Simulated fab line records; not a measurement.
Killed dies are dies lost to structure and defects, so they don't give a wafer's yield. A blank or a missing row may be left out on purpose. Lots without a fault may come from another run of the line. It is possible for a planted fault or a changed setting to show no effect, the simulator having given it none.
Which tool did it? :: flow n5-finfet :: route of 1938 steps, sampled at 1 step: 6 lots, 16 wafers

WHAT THE GAUGES READ, wafer by wafer
N5_ILD0_INSPECT_06: inspects for defects (darkfield).
lot: L155
measured: day 3 23:39
on: defect-inspect-02
raw-defect-count: 53 34

lot: L159
measured: day 4 23:55
on: defect-inspect-02
raw-defect-count: 34 43

lot: L162
measured: day 6 02:11
on: defect-inspect-02
raw-defect-count: 41 42 35

lot: L167
measured: day 7 05:22
on: defect-inspect-02
raw-defect-count: 22 66 59

lot: L174
measured: day 8 19:38
on: defect-inspect-01
raw-defect-count: 19 38 41

lot: L176
measured: day 9 06:25
on: defect-inspect-01
raw-defect-count: 36 21 46

EACH LOT AND THE TOOL THAT RAN IT (in order: tool; ch and the chambers of the sampled wafers; start)
Before these readings, the record contains no process step.

THE ANSWER, worked out from the rows above alone
Rule: the usual values come from the lots themselves. The widest of any qualifying gaps counts: lots, ordered by their means at a reading, are off when they make up no more than a third of the lots, leave a main group of 4 or more, and stand apart from it by 3 or more times the standard deviation of that group's means. A main group is skipped when, at the precision printed for the reading in the tables above, its means are all equal. Also off: a lot with no number at a reading for which 4 or more lots have one. The other lots that the step has rows for count as sound.
None of the lots is off at any reading shown; this tells nothing.

WHAT WAS PUT IN BY THE SIMULATOR
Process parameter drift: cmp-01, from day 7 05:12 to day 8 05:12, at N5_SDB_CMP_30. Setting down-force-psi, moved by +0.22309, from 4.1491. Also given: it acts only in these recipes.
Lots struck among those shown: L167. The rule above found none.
